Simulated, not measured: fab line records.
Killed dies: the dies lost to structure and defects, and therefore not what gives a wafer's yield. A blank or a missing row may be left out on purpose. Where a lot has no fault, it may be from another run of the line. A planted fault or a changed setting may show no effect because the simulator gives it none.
Split-lot experiment + flow n5Finfet + 21 wafers read across 7 lots, on a route 1938 steps long

THE SPLIT ITSELF
At N5_BEOL_M11_PEB_26 (peb time 60 s), the setting pebTimeS was moved away from the recipe's 60 s on 9 of the 21 wafers read, by -15.7% to +14.1%. The other wafers ran this setting at the recipe's value.

BETWEEN THE SPLIT AND THE READING: the file shows 1 step in between
- N5_BEOL_M11_DEVELOP_27: develop time 30 s

THE READING
cdNm, in nm, at N5_BEOL_M11_CD_MEAS_28 (target cd 70 nm). On this fab line, fault-free wafers typically give 69.7 nm with a standard deviation of 0.81 nm.

| wafer  | tool, chamber at the split | pebTimeS as run, s | against the recipe | cdNm, nm | against lot-mates on the recipe |
|--------|----------------------------|--------------------|--------------------|----------|---------------------------------|
| L075.2 | lithoTrack-02, 0           | 53.11              | -11.5%             | 63.6     | no lot-mate on the recipe       |
| L075.3 | lithoTrack-02, 0           | 53.11              | -11.5%             | 64.6     | no lot-mate on the recipe       |
| L075.4 | lithoTrack-02, 0           | 53.11              | -11.5%             | 64.2     | no lot-mate on the recipe       |
| L080.1 | lithoTrack-02, 0           | 60                 | recipe             | 70.0     | -                               |
| L080.2 | lithoTrack-02, 0           | 50.59              | -15.7%             | 61.1     | -8.9                            |
| L080.6 | lithoTrack-02, 0           | 50.59              | -15.7%             | 62.1     | -7.9                            |
| L084.1 | lithoTrack-04, 0           | 60                 | recipe             | 67.8     | -                               |
| L084.2 | lithoTrack-04, 0           | 52.24              | -12.9%             | 62.1     | -6.4                            |
| L084.6 | lithoTrack-04, 0           | 60                 | recipe             | 69.2     | -                               |
| L085.1 | lithoTrack-04, 0           | 68.45              | +14.1%             | 74.6     | +5.2                            |
| L085.3 | lithoTrack-04, 0           | 60                 | recipe             | 69.1     | -                               |
| L085.4 | lithoTrack-04, 0           | 60                 | recipe             | 69.8     | -                               |
| L088.1 | lithoTrack-04, 0           | 60                 | recipe             | 70.0     | -                               |
| L088.2 | lithoTrack-04, 0           | 60                 | recipe             | 69.8     | -                               |
| L088.3 | lithoTrack-04, 0           | 60                 | recipe             | 69.6     | -                               |
| L092.2 | lithoTrack-04, 0           | 60                 | recipe             | 69.5     | -                               |
| L092.4 | lithoTrack-04, 0           | 60                 | recipe             | 70.2     | -                               |
| L092.6 | lithoTrack-04, 0           | 60                 | recipe             | 70.0     | -                               |
| L091.2 | lithoTrack-05, 0           | 56.12              | -6.5%              | 67.7     | -2.4                            |
| L091.3 | lithoTrack-05, 0           | 60                 | recipe             | 70.1     | -                               |
| L091.4 | lithoTrack-05, 0           | 56.12              | -6.5%              | 67.4     | -2.7                            |

FIT RESULTS
A straight line over all 21 wafers: cdNm changes by +0.465 nm for each +1% of pebTimeS; r = +0.97; the points scatter about the line by 0.83 nm.
The same after taking each lot's own level away (the mean of its wafers on the recipe; 18 wafers): +0.473 nm for each +1%; r = +0.98; scatter 0.64 nm.
Per that fit: largest pebTimeS move, reading shift of 7.4 nm.
From 68.50 to 70.10 nm: that is the span of the lots' own levels, equal to 2.0 times the standard deviation above.
So the lot-to-lot level changes the slope little: the two slopes agree.
Check: for one of the wafers moved furthest among these (-15.7%), held out of the fit, the line's prediction against its lot-mates is -7.09 nm. It came out at -8.9 nm against them.

FURTHER SPLITS ON THESE WAFERS
These wafers also went through other splits before the reading. Each is held against what the fit with the lots' levels taken away leaves over:
| other split on the same wafers | wafers away from the commonest value | r with cdNm (lot level and that fit taken away) |
|--------------------------------|--------------------------------------|-------------------------------------------------|
| N5_BEOL_M9_EXPOSE_08 doseMj    | 10                                   | -0.07                                           |
| N5_BEOL_M10_PEB_26 pebTimeS    | 7                                    | +0.11                                           |
| N5_BEOL_M10_VIA_ETCH_34 biasW  | 5                                    | +0.16                                           |

FILE'S OWN FIT
cdNm changes by +0.466 nm for each +1% of pebTimeS, r = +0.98.
